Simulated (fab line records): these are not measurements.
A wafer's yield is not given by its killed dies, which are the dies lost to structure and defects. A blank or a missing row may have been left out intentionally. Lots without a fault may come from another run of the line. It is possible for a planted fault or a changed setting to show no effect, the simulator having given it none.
Matching of chambers :: flow n5-finfet :: N5_BEOL_M2_ILD_DEP_00 on pecvd-04 has 3 sister chambers
The step deposits SiOC from DEMS/O2, target thk 79 nm, time 15.3 s. 3 wafers are shown with their chamber, then 9 later ones without.

== WAFERS WITH THEIR CHAMBER ==
wafer: L085.5
chamber: 0
throttle-valve-pct (%): 13.7

wafer: L089.5
chamber: 1
throttle-valve-pct (%): 11.3

wafer: L089.6
chamber: 2
throttle-valve-pct (%): 11.5

== WAFERS MISSING THEIR CHAMBER ==
wafer: L091.1
throttle-valve-pct (%): 11.2

wafer: L091.5
throttle-valve-pct (%): 11.1

wafer: L091.6
throttle-valve-pct (%): 13.7

wafer: L092.1
throttle-valve-pct (%): 11.3

wafer: L092.3
throttle-valve-pct (%): 13.7

wafer: L092.4
throttle-valve-pct (%): 11.2

wafer: L095.3
throttle-valve-pct (%): 11.3

wafer: L095.5
throttle-valve-pct (%): 11.3

wafer: L095.6
throttle-valve-pct (%): 13.6

== THE CHAMBER EACH PASSED THROUGH ==
wafer: L091.1
from the rows above: 1
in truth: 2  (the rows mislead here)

wafer: L091.5
from the rows above: 1
in truth: 1

wafer: L091.6
from the rows above: 0
in truth: 0

wafer: L092.1
from the rows above: 1
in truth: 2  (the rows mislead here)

wafer: L092.3
from the rows above: 0
in truth: 0

wafer: L092.4
from the rows above: 1
in truth: 1

wafer: L095.3
from the rows above: 1
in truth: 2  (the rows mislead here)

wafer: L095.5
from the rows above: 1
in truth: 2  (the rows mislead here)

wafer: L095.6
from the rows above: 0
in truth: 0
Correctly placed: 5 of 9. Left unplaced by these rows: 0. Number placed wrongly: 4.
How it was worked out, from the rows above alone: a wafer's distance from a chamber is the root of the sum, over the readings, of the square of ((its reading less the chamber's mean) divided by the reading's scatter). If the next closest chamber is less than 2 further off than the closest, the wafer can't be placed; otherwise it belongs to the closest. Each chamber's mean is taken over the wafers shown for it. The scatter: with one shown wafer a chamber, the root of the mean of the squares of how far each hidden wafer lies from its nearest shown one.
